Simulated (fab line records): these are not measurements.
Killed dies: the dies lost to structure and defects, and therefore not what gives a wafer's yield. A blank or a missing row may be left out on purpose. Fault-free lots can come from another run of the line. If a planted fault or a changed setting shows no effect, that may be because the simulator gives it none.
Chamber matching + flow n5Finfet + 4 sister chambers for N5_BEOL_M2_ALD_84 on aldMetal-01
The step deposits TaN, pulse time 2 s, purge time 3 s, co reactant purge time 2 s. 20 wafers are shown with their chamber, then 10 later ones without.

EACH WAFER AND ITS CHAMBER
| wafer  | chamber | heaterPowerW (W) | precursorVesselPressureTorr (Torr) | precursorVesselCarrierSccm (sccm) |
|--------|---------|------------------|------------------------------------|-----------------------------------|
| L077.3 | 1       | 431              | 26.23                              | 999                               |
| L077.4 | 0       | 372              | 26.17                              | 996                               |
| L077.6 | 1       | 449              | 26.25                              | 1000                              |
| L078.2 | 1       | 426              | 26.22                              | 1004                              |
| L078.3 | 0       | 379              | 26.25                              | 1001                              |
| L078.6 | 2       | 466              | 26.16                              | 999                               |
| L080.4 | 1       | 440              | 26.28                              | 1002                              |
| L080.5 | 2       | 490              | 26.30                              | 1001                              |
| L080.6 | 1       | 421              | 26.30                              | 998                               |
| L081.3 | 2       | 475              | 26.30                              | 999                               |
| L081.5 | 3       | 426              | 26.29                              | 1001                              |
| L081.6 | 0       | 378              | 26.30                              | 1003                              |
| L084.1 | 1       | 445              | 26.16                              | 1004                              |
| L084.4 | 0       | 369              | 26.34                              | 1001                              |
| L084.6 | 2       | 467              | 26.22                              | 1006                              |
| L085.1 | 1       | 437              | 26.29                              | 1000                              |
| L085.2 | 2       | 474              | 26.20                              | 995                               |
| L085.3 | 3       | 432              | 26.11                              | 1000                              |
| L087.1 | 2       | 474              | 26.24                              | 1001                              |
| L087.3 | 0       | 376              | 26.30                              | 996                               |

SIGNATURES, as means of the wafers listed above
| reading                     | chamber 0 | chamber 1 | chamber 2 | chamber 3 | scatter within a chamber |
|-----------------------------|-----------|-----------|-----------|-----------|--------------------------|
| heaterPowerW                | 374.80    | 435.57    | 474.33    | 429.00    | 8.19                     |
| precursorVesselPressureTorr | 26.2720   | 26.2471   | 26.2367   | 26.2000   | 0.0628                   |
| precursorVesselCarrierSccm  | 999.40    | 1001.00   | 1000.17   | 1000.50   | 2.96                     |
Rule: for a wafer and a chamber, the distance is found by dividing, reading by reading, the gap between the wafer's reading and the chamber's mean by the reading's scatter, squaring, summing and taking the root. The wafer belongs to the nearest chamber; if the next one is less than 2 further off, it can't be placed. The scatter: take each reading less its chamber's mean, square it, sum over the shown wafers, divide by the number of wafers less the number of chambers, and take the root.

WAFERS WITH NO CHAMBER GIVEN
| wafer  | heaterPowerW (W) | precursorVesselPressureTorr (Torr) | precursorVesselCarrierSccm (sccm) |
|--------|------------------|------------------------------------|-----------------------------------|
| L087.5 | 472              | 26.27                              | 999                               |
| L090.1 | 438              | 26.30                              | 1002                              |
| L090.3 | 374              | 26.18                              | 997                               |
| L090.6 | 434              | 26.31                              | 996                               |
| L093.1 | 426              | 26.21                              | 1003                              |
| L093.3 | 381              | 26.14                              | 1000                              |
| L093.4 | 485              | 26.17                              | 999                               |
| L094.3 | 489              | 26.23                              | 993                               |
| L094.4 | 379              | 26.22                              | 1000                              |
| L094.6 | 425              | 26.22                              | 1006                              |

CHAMBER TAKEN BY EACH
| wafer  | from the rows above     | in truth |
|--------|-------------------------|----------|
| L087.5 | 2                       | 2        |
| L090.1 | can't be placed: 1 or 3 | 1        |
| L090.3 | 0                       | 0        |
| L090.6 | can't be placed: 1 or 3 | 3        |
| L093.1 | can't be placed: 3 or 1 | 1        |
| L093.3 | 0                       | 0        |
| L093.4 | 2                       | 2        |
| L094.3 | 2                       | 2        |
| L094.4 | 0                       | 0        |
| L094.6 | can't be placed: 3 or 1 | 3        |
6 of 10 placed correctly. Unplaceable from these rows: 4, with the true chamber sitting among the candidates in 4. Placed wrongly: 0.
